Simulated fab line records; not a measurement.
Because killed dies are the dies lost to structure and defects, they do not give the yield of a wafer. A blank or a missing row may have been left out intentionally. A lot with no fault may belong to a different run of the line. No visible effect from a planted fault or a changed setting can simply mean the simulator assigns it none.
Chamber matching :: flow n5_finfet :: N5_BEOL_M14_ETCH_59 on rie_diel-04: 4 sister chambers
The step etches BARC in N2/H2, target depth 89 nm, overetch 26.7 nm, time 67.9 s. 7 wafers are shown with their chamber, then 8 later ones without.

## WAFERS PAIRED WITH THEIR CHAMBERS
wafer: L076.1
chamber: 2
showerhead_plenum_p_Torr (Torr): 2.51
drypump_motor_current_A (A): 6.4

wafer: L080.5
chamber: 0
showerhead_plenum_p_Torr (Torr): 2.61
drypump_motor_current_A (A): 6.6

wafer: L080.6
chamber: 3
showerhead_plenum_p_Torr (Torr): 2.44
drypump_motor_current_A (A): 6.1

wafer: L081.3
chamber: 1
showerhead_plenum_p_Torr (Torr): 2.60
drypump_motor_current_A (A): 6.1

wafer: L081.4
chamber: 3
showerhead_plenum_p_Torr (Torr): 2.43
drypump_motor_current_A (A): 6.0

wafer: L081.5
chamber: 1
showerhead_plenum_p_Torr (Torr): 2.60
drypump_motor_current_A (A): 6.1

wafer: L088.1
chamber: 0
showerhead_plenum_p_Torr (Torr): 2.60
drypump_motor_current_A (A): 6.6

## WAFERS WITHOUT THEIR CHAMBER
wafer: L088.4
showerhead_plenum_p_Torr (Torr): 2.59
drypump_motor_current_A (A): 6.1

wafer: L088.5
showerhead_plenum_p_Torr (Torr): 2.43
drypump_motor_current_A (A): 6.1

wafer: L091.1
showerhead_plenum_p_Torr (Torr): 2.50
drypump_motor_current_A (A): 6.4

wafer: L091.4
showerhead_plenum_p_Torr (Torr): 2.59
drypump_motor_current_A (A): 6.1

wafer: L091.5
showerhead_plenum_p_Torr (Torr): 2.59
drypump_motor_current_A (A): 6.1

wafer: L095.3
showerhead_plenum_p_Torr (Torr): 2.59
drypump_motor_current_A (A): 6.1

wafer: L095.5
showerhead_plenum_p_Torr (Torr): 2.59
drypump_motor_current_A (A): 6.1

wafer: L095.6
showerhead_plenum_p_Torr (Torr): 2.59
drypump_motor_current_A (A): 6.6

## EACH ONE'S CHAMBER
wafer: L088.4
from the rows above: 1
in truth: 1

wafer: L088.5
from the rows above: 3
in truth: 3

wafer: L091.1
from the rows above: 2
in truth: 2

wafer: L091.4
from the rows above: 1
in truth: 1

wafer: L091.5
from the rows above: 1
in truth: 1

wafer: L095.3
from the rows above: 1
in truth: 1

wafer: L095.5
from the rows above: 1
in truth: 1

wafer: L095.6
from the rows above: 0
in truth: 0
Placed correctly: 8 of 8. Number that these rows cannot place: 0. Number placed wrongly: 0.
How it was worked out, from the rows above alone: a wafer's distance from a chamber is the root of the sum, over the readings, of the square of ((its reading less the chamber's mean) divided by the reading's scatter). If the next closest chamber is less than 2 further off than the closest, the wafer can't be placed; otherwise it belongs to the closest. The mean given for a chamber averages the wafers shown for that chamber. The scatter: take each reading less its chamber's mean, square it, sum over the shown wafers, divide by the number of wafers less the number of chambers, and take the root.
